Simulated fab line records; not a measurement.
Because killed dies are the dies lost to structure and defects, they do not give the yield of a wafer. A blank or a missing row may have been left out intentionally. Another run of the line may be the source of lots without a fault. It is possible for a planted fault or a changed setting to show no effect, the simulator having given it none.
Which tool is to blame? -- flow n5-finfet -- 22 lots with 66 wafers sampled at 5 steps, on a route of 1938 steps

WHAT THE GAUGES READ, wafer by wafer
N5_BEOL_M6_CD_MEAS_28 targets a cd of 40 nm. Usual: 39.98 nm for cd-nm, sd 0.21.
lot,measured,on,cd-nm (nm),flag
L074,day 8 13:42,cd-sem-01,40.02 40.19 40.04,
L077,day 9 11:02,cd-sem-03,40.15 39.75 39.97,
L076,day 9 11:05,cd-sem-01,39.89 39.80 39.95,
L078,day 9 16:27,cd-sem-03,39.77 39.92 39.76,
L079,day 9 16:17,cd-sem-01,40.11 40.19 39.91,
L080,day 10 04:47,cd-sem-03,40.07 40.14 39.71,
L081,day 10 14:16,cd-sem-03,39.83 40.31 39.99,
L082,day 10 18:46,cd-sem-03,39.86 39.69 39.93,
L083,day 10 22:23,cd-sem-02,39.53 39.65 39.87,
L085,day 11 13:58,cd-sem-03,40.01 39.84 39.99,
L084,day 12 00:22,cd-sem-01,40.14 40.10 39.99,
L086,day 12 00:11,cd-sem-03,40.00 39.73 39.68,
L088,day 12 03:20,cd-sem-01,40.00 40.17 39.87,
L087,day 12 12:05,cd-sem-01,39.99 39.85 40.26,
L089,day 12 12:59,cd-sem-03,39.94 40.04 39.81,
L090,day 12 17:36,cd-sem-02,39.84 40.22 40.03,
L091,day 12 20:19,cd-sem-02,39.88 40.04 40.08,
L093,day 13 05:58,cd-sem-01,40.23 40.39 40.39,
L092,day 13 12:07,cd-sem-03,40.31 40.07 39.77,
L094,day 14 04:36,cd-sem-03,39.46 39.73 39.86,
L095,day 14 07:46,cd-sem-01,40.00 40.10 39.78,
L097,day 14 19:35,cd-sem-03,39.79 39.89 40.11,

N5_BEOL_M6_OCD_MEAS_38. Usual: 94.6 nm for trench-depth-nm, sd 1.3.
lot,measured,on,trench-depth-nm (nm),flag
L074,day 8 15:16,ocd-01,92.7 93.9 93.2,
L077,day 9 11:50,ocd-01,95.5 95.3 95.6,
L076,day 9 12:14,ocd-01,93.9 93.3 93.5,
L078,day 9 17:07,ocd-01,96.8 94.4 94.1,
L079,day 9 16:50,ocd-01,96.0 94.4 94.5,
L080,day 10 05:20,ocd-02,96.1 96.4 96.0,
L081,day 10 14:49,ocd-02,95.4 93.6 94.8,
L082,day 10 19:19,ocd-01,94.4 94.8 93.8,
L083,day 10 23:21,ocd-02,95.8 96.7 94.1,
L085,day 11 14:31,ocd-01,97.1 96.4 97.7,
L084,day 12 01:12,ocd-01,93.7 95.8 96.3,
L086,day 12 00:58,ocd-02,95.7 95.3 95.7,
L088,day 12 04:05,ocd-02,93.3 96.8 93.7,
L087,day 12 12:38,ocd-01,96.7 95.1 94.6,
L089,day 12 13:43,ocd-01,95.4 93.2 94.1,
L090,day 12 18:29,ocd-02,94.7 94.6 95.5,
L091,day 12 21:04,ocd-01,95.4 95.4 93.4,
L093,day 13 06:31,ocd-01,94.8 93.5 94.6,
L092,day 13 13:10,ocd-02,92.9 93.7 93.5,
L094,day 14 05:09,ocd-01,93.2 93.0 94.8,
L095,day 14 08:19,ocd-02,94.2 93.3 94.0,
L097,day 14 20:20,ocd-02,95.0 93.8 93.7,

TOOL THAT RAN EACH LOT (tool first, then ch and the chambers of the sampled wafers, then the start)
lot,N5_BEOL_M6_DESCUM_16,N5_BEOL_M6_ETCH_62,N5_BEOL_M6_ETCH_65
L074,"rie-diel-04 ch 1,2,3, day 8 11:58","rie-diel-04 ch 1,2,3, day 8 12:04","rie-diel-06 ch 0,3, day 8 14:53"
L077,"rie-diel-05 ch 0,1,3, day 9 05:56","rie-diel-05 ch 0,1,3, day 9 06:02","rie-diel-05 ch 0,1,2, day 9 11:28"
L076,"rie-diel-06 ch 0,1,3, day 9 09:53","rie-diel-06 ch 0,1,3, day 9 09:59","rie-diel-06 ch 0,3, day 9 11:52"
L078,"rie-diel-05 ch 0,1,2, day 9 13:26","rie-diel-05 ch 0,1,2, day 9 13:32","rie-diel-04 ch 0,1,3, day 9 16:44"
L079,"rie-diel-04 ch 0,1,2, day 9 13:37","rie-diel-04 ch 0,1,2, day 9 13:43","rie-diel-05 ch 0,1,2, day 9 16:27"
L080,"rie-diel-04 ch 2,3, day 10 03:05","rie-diel-04 ch 2,3, day 10 03:10","rie-diel-05 ch 0,2, day 10 04:57"
L081,"rie-diel-05 ch 0,1, day 10 12:56","rie-diel-05 ch 0,1, day 10 13:01","rie-diel-04 ch 1,2,3, day 10 14:26"
L082,"rie-diel-05 ch 0,1, day 10 16:32","rie-diel-05 ch 0,1, day 10 16:38","rie-diel-06 ch 0,1,2, day 10 18:56"
L083,"rie-diel-05 ch 0,1,2, day 10 20:39","rie-diel-05 ch 0,1,2, day 10 20:44","rie-diel-04 ch 0,1,3, day 10 22:59"
L085,"rie-diel-05 ch 1,2, day 11 11:58","rie-diel-05 ch 1,2, day 11 12:04","rie-diel-04 ch 1,2,3, day 11 14:08"
L084,"rie-diel-05 ch 1,2, day 11 21:37","rie-diel-05 ch 1,2, day 11 21:43","rie-diel-06 ch 0,3, day 12 00:50"
L086,"rie-diel-04 ch 1,2,3, day 11 21:58","rie-diel-04 ch 1,2,3, day 11 22:04","rie-diel-04 ch 2,3, day 12 00:36"
L088,"rie-diel-06 ch 0,2,3, day 12 01:39","rie-diel-06 ch 0,2,3, day 12 01:45","rie-diel-06 ch 2,3, day 12 03:43"
L087,"rie-diel-05 ch 0,1,3, day 12 11:06","rie-diel-05 ch 0,1,3, day 12 11:11","rie-diel-06 ch 1,2,3, day 12 12:16"
L089,"rie-diel-04 ch 0,3, day 12 12:13","rie-diel-04 ch 0,3, day 12 12:19","rie-diel-05 ch 1,3, day 12 13:19"
L090,"rie-diel-06 ch 0,1, day 12 15:31","rie-diel-06 ch 0,1, day 12 15:37","rie-diel-05 ch 0,2,3, day 12 18:06"
L091,"rie-diel-06 ch 0,2,3, day 12 19:22","rie-diel-06 ch 0,2,3, day 12 19:28","rie-diel-05 ch 1,2,3, day 12 20:41"
L093,"rie-diel-04 ch 0,1, day 13 05:04","rie-diel-04 ch 0,1, day 13 05:10","rie-diel-05 ch 0,1, day 13 06:09"
L092,"rie-diel-06 ch 0,1,3, day 13 09:04","rie-diel-06 ch 0,1,3, day 13 09:10","rie-diel-05 ch 0,1,3, day 13 12:48"
L094,"rie-diel-05 ch 0,1,2, day 14 00:40","rie-diel-05 ch 0,1,2, day 14 00:45","rie-diel-06 ch 0,1,3, day 14 04:46"
L095,"rie-diel-05 ch 0,2,3, day 14 06:07","rie-diel-05 ch 0,2,3, day 14 06:13","rie-diel-06 ch 0,1,2, day 14 07:56"
L097,"rie-diel-04 ch 0,1, day 14 18:41","rie-diel-04 ch 0,1, day 14 18:46","rie-diel-04 ch 0,1,3, day 14 19:58"
- N5_BEOL_M6_DESCUM_16: chemistry O2, time 7.9 s.
- N5_BEOL_M6_ETCH_62: etches SOC in N2/H2, target depth 110 nm, overetch 22 nm, time 165 s.
- N5_BEOL_M6_ETCH_65: etches SiARC in CF4, target depth 15.6 nm, time 26 s.

WHAT THE TOOLS THEMSELVES READ (means of the sampled wafers that have a number; where no wafer has one, the mark that the record gives instead)
N5_BEOL_M6_DESCUM_16. Usual: chamber-pressure-mTorr 20.001 mTorr, standard deviation 0.024; drypump-motor-current-A 5.8 A, standard deviation 0.38; oes-product-au 0.82 a.u., standard deviation 0.077; rf-vpp-V 243.8 V, standard deviation 1.2; showerhead-plenum-p-Torr 2.14 Torr, standard deviation 0.058; throttle-valve-pct 20.23 %, standard deviation 0.26.
lot,tool,chamber-pressure-mTorr (mTorr),drypump-motor-current-A (A),oes-product-au (a.u.),rf-vpp-V (V),showerhead-plenum-p-Torr (Torr),throttle-valve-pct (%),flag
L074,rie-diel-04,19.989,5.8,0.88,243.6,2.12,20.21,
L077,rie-diel-05,19.994,5.6,0.77,243.5,2.16,20.39,
L076,rie-diel-06,20.004,6.3,0.75,243.3,2.09,20.27,
L078,rie-diel-05,20.018,5.5,0.85,244.6,2.18,20.15,
L079,rie-diel-04,19.995,5.8,0.83,243.9,2.12,20.31,
L080,rie-diel-04,20.006,5.8,0.84,243.5,2.12,20.44,
L081,rie-diel-05,20.006,5.5,0.77,244.4,2.19,20.29,
L082,rie-diel-05,20.000,5.2,0.82,245.4,2.20,20.35,
L083,rie-diel-05,19.999,5.5,0.82,244.3,2.17,20.16,
L085,rie-diel-05,20.005,5.8,0.82,243.8,2.14,19.99,
L084,rie-diel-05,19.996,5.7,0.82,243.8,2.14,20.00,
L086,rie-diel-04,20.011,5.9,0.83,243.4,2.11,20.24,
L088,rie-diel-06,20.015,6.0,0.81,243.1,2.10,20.19,
L087,rie-diel-05,19.987,5.5,0.83,244.0,2.14,20.30,
L089,rie-diel-04,20.000,5.5,0.84,244.1,2.12,20.29,
L090,rie-diel-06,19.998,6.3,0.79,244.1,2.17,20.37,
L091,rie-diel-06,20.015,6.0,0.79,243.4,2.10,20.20,
L093,rie-diel-04,19.988,5.6,0.81,243.8,2.12,20.27,
L092,rie-diel-06,19.995,6.3,0.82,243.1,2.17,20.17,
L094,rie-diel-05,20.003,5.5,0.78,244.5,2.16,20.21,
L095,rie-diel-05,19.985,5.6,0.85,243.4,2.13,20.22,
L097,rie-diel-04,19.998,5.8,0.79,242.8,2.11,20.18,

N5_BEOL_M6_ETCH_62. Usual: chamber-pressure-mTorr is 30.002 mTorr with standard deviation 0.027, drypump-motor-current-A is 5.8 A with standard deviation 0.38, n2-flow-sccm is 200.0 sccm with standard deviation 0.61, oes-product-au is 0.69 a.u. with standard deviation 0.062, rf-vpp-V is 525.3 V with standard deviation 2.2, showerhead-plenum-p-Torr is 2.60 Torr with standard deviation 0.073, and throttle-valve-pct is 17.61 % with standard deviation 0.27.
lot,tool,chamber-pressure-mTorr (mTorr),drypump-motor-current-A (A),n2-flow-sccm (sccm),oes-product-au (a.u.),rf-vpp-V (V),showerhead-plenum-p-Torr (Torr),throttle-valve-pct (%),flag
L074,rie-diel-04,30.000,5.9,200.0,0.73,525.5,2.59,17.59,
L077,rie-diel-05,30.027,5.5,199.4,0.65,526.8,2.63,17.82,
L076,rie-diel-06,30.000,6.3,199.6,0.64,523.9,2.54,17.67,
L078,rie-diel-05,29.985,5.5,200.7,0.71,527.2,2.66,17.53,
L079,rie-diel-04,30.000,5.8,199.9,0.71,525.0,2.58,17.67,
L080,rie-diel-04,29.999,5.8,199.8,0.70,524.7,2.57,17.86,
L081,rie-diel-05,30.023,5.5,199.7,0.66,527.3,2.67,17.70,
L082,rie-diel-05,29.998,5.3,200.4,0.70,528.1,2.69,17.79,
L083,rie-diel-05,29.996,5.5,200.0,0.70,526.7,2.65,17.58,
L085,rie-diel-05,30.008,5.7,200.4,0.69,524.9,2.61,17.35,
L084,rie-diel-05,29.986,5.7,199.3,0.69,525.7,2.60,17.36,
L086,rie-diel-04,30.001,5.8,199.0,0.70,524.4,2.57,17.65,
L088,rie-diel-06,30.014,6.0,199.6,0.68,524.1,2.56,17.58,
L087,rie-diel-05,29.976,5.6,200.1,0.71,526.5,2.61,17.72,
L089,rie-diel-04,30.003,5.5,199.9,0.71,525.0,2.57,17.60,
L090,rie-diel-06,29.997,6.3,200.8,0.67,526.0,2.63,17.75,
L091,rie-diel-06,30.000,6.0,200.4,0.67,524.1,2.55,17.60,
L093,rie-diel-04,30.014,5.6,200.2,0.69,524.5,2.56,17.60,
L092,rie-diel-06,29.988,6.3,199.5,0.69,526.7,2.63,17.56,
L094,rie-diel-05,29.980,5.5,199.9,0.67,526.5,2.64,17.62,
L095,rie-diel-05,29.997,5.6,200.4,0.71,525.2,2.58,17.60,
L097,rie-diel-04,29.998,5.8,200.5,0.68,524.6,2.56,17.54,

N5_BEOL_M6_ETCH_65. Usual: chamber-pressure-mTorr is 40.00 mTorr with standard deviation 0.036, drypump-motor-current-A is 5.8 A with standard deviation 0.4, etch-rf-on-time-s is 26.0 s with standard deviation 0.34, oes-product-au is 0.69 a.u. with standard deviation 0.068, rf-vpp-V is 184.4 V with standard deviation 1.2, showerhead-plenum-p-Torr is 2.17 Torr with standard deviation 0.068, and throttle-valve-pct is 15.45 % with standard deviation 0.23.
lot,tool,chamber-pressure-mTorr (mTorr),drypump-motor-current-A (A),etch-rf-on-time-s (s),oes-product-au (a.u.),rf-vpp-V (V),showerhead-plenum-p-Torr (Torr),throttle-valve-pct (%),flag
L074,rie-diel-06,40.00,6.4,26.0,0.60,183.3,2.07,15.41,
L077,rie-diel-05,39.99,5.5,26.0,0.72,184.8,2.23,15.33,
L076,rie-diel-06,39.99,6.1,26.2,0.61,183.2,2.09,15.45,
L078,rie-diel-04,40.01,5.7,25.4,0.75,183.9,2.18,15.32,
L079,rie-diel-05,40.02,5.5,26.0,0.71,184.6,2.23,15.35,
L080,rie-diel-05,39.96,5.5,26.1,0.75,185.3,2.21,15.22,
L081,rie-diel-04,39.98,5.8,25.5,0.72,184.7,2.17,15.41,
L082,rie-diel-06,40.02,6.0,26.0,0.65,183.9,2.14,15.57,
L083,rie-diel-04,39.97,5.6,25.6,0.74,183.3,2.17,15.34,
L085,rie-diel-04,40.02,5.8,25.7,0.71,184.0,2.17,15.43,
L084,rie-diel-06,40.02,6.4,25.6,0.76,184.9,2.22,15.12,
L086,rie-diel-04,39.98,5.7,25.6,0.72,183.4,2.17,15.43,
L088,rie-diel-06,40.02,6.0,25.9,0.70,184.6,2.12,15.45,
L087,rie-diel-06,40.01,6.2,25.7,0.72,184.7,2.19,15.40,
L089,rie-diel-05,39.99,5.8,26.0,0.67,185.4,2.18,15.46,
L090,rie-diel-05,40.02,5.6,25.9,0.74,185.2,2.18,15.36,
L091,rie-diel-05,40.01,5.8,26.1,0.70,184.3,2.16,15.33,
L093,rie-diel-05,40.00,5.5,26.0,0.64,185.3,2.23,15.55,
L092,rie-diel-05,40.01,5.6,26.0,0.69,184.7,2.19,15.51,
L094,rie-diel-06,40.01,6.3,26.4,0.69,185.0,2.21,15.36,
L095,rie-diel-06,40.00,6.0,26.5,0.64,183.9,2.13,15.63,
L097,rie-diel-04,40.00,5.7,26.1,0.69,184.1,2.16,15.42,

THE ANSWER, worked out from the rows above alone
Rule: lot off if the mean of its wafers having a number is beyond 3 standard deviations from the usual mean. Also off: a lot with no number at a reading for which 4 or more lots have one. The other lots that the step has rows for count as sound. Order of review: gauges by route order, followed by the tools' own readings, for which a lot's mean as printed above is used. The first step at which some lot is off is used, and at that step the reading that is off furthest; a lot without a number counts as furthest.
No lot is off at any reading shown: from this, nothing can be told.

WHAT HAD BEEN PUT IN BY THE SIMULATOR
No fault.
